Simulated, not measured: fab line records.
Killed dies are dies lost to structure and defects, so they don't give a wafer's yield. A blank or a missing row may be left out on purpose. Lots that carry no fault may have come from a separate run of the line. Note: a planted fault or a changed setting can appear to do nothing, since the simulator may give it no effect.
Which of the tools did it? + flow nandHarc + Sampling: 12 lots, 36 wafers, 5 of 1302 route steps

## WHAT EACH GAUGE READ, for each wafer
NHARC_HYBRID_BOND_OVL_MEAS_05. Usual: overlayXNm 3 nm, standard deviation 31; overlayYNm 2 nm, standard deviation 34.
| lot  | measured     | on         | overlayXNm (nm) | overlayYNm (nm) | flag |
|------|--------------|------------|-----------------|-----------------|------|
| L893 | day 24 07:05 | overlay-02 | -1 7 -12        | -10 16 -15      |      |
| L895 | day 24 16:44 | overlay-02 | -49 -46 25      | -19 35 -1       |      |
| L897 | day 25 13:12 | overlay-02 | 8 -17 2         | 48 -61 53       |      |
| L899 | day 26 18:58 | overlay-02 | 96 -2 -16       | -4 22 35        |      |
| L900 | day 26 18:58 | overlay-01 | -31 -10 57      | 0 8 41          |      |
| L901 | day 26 23:19 | overlay-02 | -37 55 2        | -16 60 29       |      |
| L904 | day 29 02:04 | overlay-01 | 41 34 40        | 63 -38 41       |      |
| L905 | day 28 20:00 | overlay-02 | -27 5 15        | 4 3 -37         |      |
| L906 | day 28 20:00 | overlay-01 | 7 70 -17        | 32 41 -25       |      |
| L908 | day 29 19:12 | overlay-02 | 9 48 28         | 39 12 26        |      |
| L911 | day 31 06:10 | overlay-01 | -25 -24 -1      | -47 -10 2       |      |
| L914 | day 33 13:02 | overlay-01 | -5 -15 41       | -75 -64 -3      |      |

NHARC_END_SORT_01. Usual: defectLimitedYield 91.0 % (standard deviation 2.6); killedAtArray 57 (standard deviation 17); killedAtOther 0.5 (standard deviation 0.82); killedAtPeriphery 4.0 (standard deviation 2.8); killedDies 61 (standard deviation 18); killedOpen 2.9 (standard deviation 2); killedShort 2.3 (standard deviation 1.7).
| lot  | measured     | on        | defectLimitedYield (%) | killedAtArray | killedAtOther | killedAtPeriphery | killedDies  | killedOpen | killedShort | flag |
|------|--------------|-----------|------------------------|---------------|---------------|-------------------|-------------|------------|-------------|------|
| L911 | day 31 23:53 | prober-01 | 81.5 86.7 81.1         | 51 51 58      | 0 0 0         | 74 39 70          | 125 90 128  | 3 3 4      | 4 2 4       | OFF  |
| L914 | day 34 11:12 | prober-02 | 79.9 82.6 82.7         | 68 51 79      | 0 0 0         | 68 67 38          | 136 118 117 | 1 7 0      | 4 1 2       | OFF  |

## TOOL THAT RAN EACH LOT (tool first, then ch and the chambers of the sampled wafers, then the start)
| lot  | NHARC_P_M1_ETCH_28                | NHARC_HYBRID_BOND_ACTIVATE_00     | NHARC_THIN_TSV_PVD_19                  |
|------|-----------------------------------|-----------------------------------|----------------------------------------|
| L893 | rieDiel-03 ch 0,2,3, day 6 10:33  | rieDiel-03 ch 0,2,3, day 23 21:25 | pvdSputter-02, no start                |
| L895 | rieDiel-03 ch 1,3, day 7 02:19    | rieDiel-03 ch 0,1, day 24 07:13   | pvdSputter-01, no start                |
| L897 | rieDiel-12 ch 1,2, day 8 04:52    | rieDiel-03 ch 0,3, day 25 06:29   | pvdSputter-01, no start                |
| L899 | rieDiel-12 ch 1,2,3, day 9 02:27  | rieDiel-03 ch 0,1,2, day 26 09:57 | pvdSputter-02, no start                |
| L900 | rieDiel-03 ch 0,2,3, day 9 09:52  | rieDiel-10 ch 1,2,3, day 26 08:19 | pvdSputter-01, no start                |
| L901 | rieDiel-07 ch 0,3, day 9 12:57    | rieDiel-07 ch 0,1, day 26 13:32   | pvdSputter-02, no start                |
| L904 | rieDiel-03 ch 1,2,3, day 11 00:28 | rieDiel-07 ch 1,2, day 28 16:38   | pvdSputter-02, no start                |
| L905 | rieDiel-12 ch 2,3, day 11 05:39   | rieDiel-03 ch 0,2,3, day 28 07:27 | pvdSputter-01, no start                |
| L906 | rieDiel-03 ch 0,1,2, day 11 18:34 | rieDiel-03 ch 0,1,2, day 28 13:44 | pvdSputter-02, no start                |
| L908 | rieDiel-07 ch 0,1,2, day 12 07:11 | rieDiel-10 ch 1,2,3, day 29 09:06 | pvdSputter-02, no start                |
| L911 | rieDiel-03 ch 0,2,3, day 14 00:49 | rieDiel-10 ch 1,2,3, day 30 20:32 | pvdSputter-01, day 31 23:53 or earlier |
| L914 | rieDiel-03 ch 0,1,3, day 15 05:08 | rieDiel-03 ch 0,1,3, day 33 01:01 | pvdSputter-03, day 34 11:12 or earlier |
- NHARC_P_M1_ETCH_28: etches the open film in CF4/N2, target depth 30 nm, time 72.99 s.
- NHARC_HYBRID_BOND_ACTIVATE_00: chemistry N2, time 60 s.
- NHARC_THIN_TSV_PVD_19: deposits TaN, target thk 20 nm.

## WHAT THE TOOLS THEMSELVES READ (means of the sampled wafers that have a number; where no wafer has one, the mark that the record gives instead)
NHARC_P_M1_ETCH_28. Usual: drypumpMotorCurrentA 5.6 A, standard deviation 0.42; oesProductAu 1.005 a.u., standard deviation 0.011; rfFwdPowerW 297.7 W, standard deviation 1.4; rfVppV 314.0 V, standard deviation 2; showerheadPlenumPTorr 2.62 Torr, standard deviation 0.11; throttleValvePct 19.795 %, standard deviation 0.01.
| lot  | tool       | drypumpMotorCurrentA (A) | oesProductAu (a.u.) | rfFwdPowerW (W) | rfVppV (V) | showerheadPlenumPTorr (Torr) | throttleValvePct (%) | flag |
|------|------------|--------------------------|---------------------|-----------------|------------|------------------------------|----------------------|------|
| L893 | rieDiel-03 | 5.8                      | 1.011               | 296.8           | 313.9      | 2.64                         | 19.789               |      |
| L895 | rieDiel-03 | 5.8                      | 1.027               | 298.5           | 315.2      | 2.66                         | 19.798               |      |
| L897 | rieDiel-12 | 5.1                      | 1.015               | 297.1           | 313.6      | 2.57                         | 19.796               |      |
| L899 | rieDiel-12 | 5.3                      | 1.004               | 297.2           | 314.2      | 2.67                         | 19.796               |      |
| L900 | rieDiel-03 | 5.9                      | 1.022               | 297.8           | 314.0      | 2.64                         | 19.793               |      |
| L901 | rieDiel-07 | 5.8                      | 0.994               | 296.8           | 312.9      | 2.51                         | 19.794               |      |
| L904 | rieDiel-03 | 6.0                      | 1.013               | 298.5           | 314.8      | 2.60                         | 19.794               |      |
| L905 | rieDiel-12 | 5.2                      | 1.004               | 297.9           | 313.7      | 2.62                         | 19.794               |      |
| L906 | rieDiel-03 | 6.0                      | 1.007               | 297.7           | 313.3      | 2.59                         | 19.796               |      |
| L908 | rieDiel-07 | 5.8                      | 1.003               | 296.5           | 313.0      | 2.55                         | 19.792               |      |
| L911 | rieDiel-03 | 5.9                      | 1.003               | 297.7           | 313.8      | 2.63                         | 19.804               |      |
| L914 | rieDiel-03 | 5.7                      | 1.008               | 298.6           | 314.4      | 2.65                         | 19.787               |      |

NHARC_HYBRID_BOND_ACTIVATE_00. Usual: drypumpMotorCurrentA 5.8 A, standard deviation 0.37; oesProductAu 0.996 a.u., standard deviation 0.011; rfVppV 64.0 V, standard deviation 0.92; showerheadPlenumPTorr 1.75 Torr, standard deviation 0.075.
| lot  | tool       | drypumpMotorCurrentA (A) | oesProductAu (a.u.) | rfVppV (V) | showerheadPlenumPTorr (Torr) | flag |
|------|------------|--------------------------|---------------------|------------|------------------------------|------|
| L893 | rieDiel-03 | 5.8                      | 0.996               | 63.9       | 1.77                         |      |
| L895 | rieDiel-03 | 5.9                      | 0.982               | 63.5       | 1.74                         |      |
| L897 | rieDiel-03 | 5.5                      | 0.987               | 64.1       | 1.81                         |      |
| L899 | rieDiel-03 | 5.9                      | 0.992               | 64.4       | 1.73                         |      |
| L900 | rieDiel-10 | 5.4                      | 0.997               | 63.7       | 1.78                         |      |
| L901 | rieDiel-07 | 5.5                      | 0.997               | 63.9       | 1.75                         |      |
| L904 | rieDiel-07 | 5.6                      | 1.000               | 64.6       | 1.83                         |      |
| L905 | rieDiel-03 | 5.8                      | 1.001               | 64.0       | 1.77                         |      |
| L906 | rieDiel-03 | 5.9                      | 0.989               | 64.4       | 1.73                         |      |
| L908 | rieDiel-10 | 5.5                      | 1.001               | 64.1       | 1.77                         |      |
| L911 | rieDiel-10 | 5.5                      | 1.006               | 63.6       | 1.77                         |      |
| L914 | rieDiel-03 | 5.8                      | 0.997               | 64.3       | 1.77                         |      |

NHARC_THIN_TSV_PVD_19. Usual: throttleValvePct 29.6 %, standard deviation 1.2.
| lot  | tool          | throttleValvePct (%) | flag |
|------|---------------|----------------------|------|
| L893 | pvdSputter-02 | 28.7                 |      |
| L895 | pvdSputter-01 | 30.1                 |      |
| L897 | pvdSputter-01 | 29.7                 |      |
| L899 | pvdSputter-02 | 29.4                 |      |
| L900 | pvdSputter-01 | 29.8                 |      |
| L901 | pvdSputter-02 | 29.3                 |      |
| L904 | pvdSputter-02 | 28.3                 |      |
| L905 | pvdSputter-01 | 30.3                 |      |
| L906 | pvdSputter-02 | 28.5                 |      |
| L908 | pvdSputter-02 | 28.5                 |      |
| L911 | pvdSputter-01 | 29.8                 |      |
| L914 | pvdSputter-03 | 30.2                 |      |

## THE ANSWER, worked out from the rows above alone
Rule: a lot counts as off when the mean over its wafers that have a number is more than 3 standard deviations away from the usual mean. A lot without any number at a reading at which 4 lots or more have one is off too. Any other lot the step has rows for is counted as sound. Order of review: gauges by route order, followed by the tools' own readings, for which a lot's mean as printed above is used. At the first step where some lot is off, the reading lying furthest off is the one used; lots without a number count as furthest.
Off: L911, L914 (NHARC_END_SORT_01, killedAtPeriphery). Neither off nor sound, because the step has no rows for them: L893, L895, L897, L899, L900, L901, L904, L905, L906, L908.
If a tool, at a process step before that reading, ran all the lots that are off and no sound lot after the first of them, it fits. Those tools and the gauges at NHARC_END_SORT_01 are tried in the same way. Because NHARC_THIN_TSV_PVD_19 lacks a start for some lots, the hours and order of its lots are taken from NHARC_END_SORT_01. One fits: rieDiel-03 at NHARC_P_M1_ETCH_28. It ran no sound lot before its first lot that is off in this sample, so the start can't be narrowed down.

## WHAT THE SIMULATOR HAD INSERTED
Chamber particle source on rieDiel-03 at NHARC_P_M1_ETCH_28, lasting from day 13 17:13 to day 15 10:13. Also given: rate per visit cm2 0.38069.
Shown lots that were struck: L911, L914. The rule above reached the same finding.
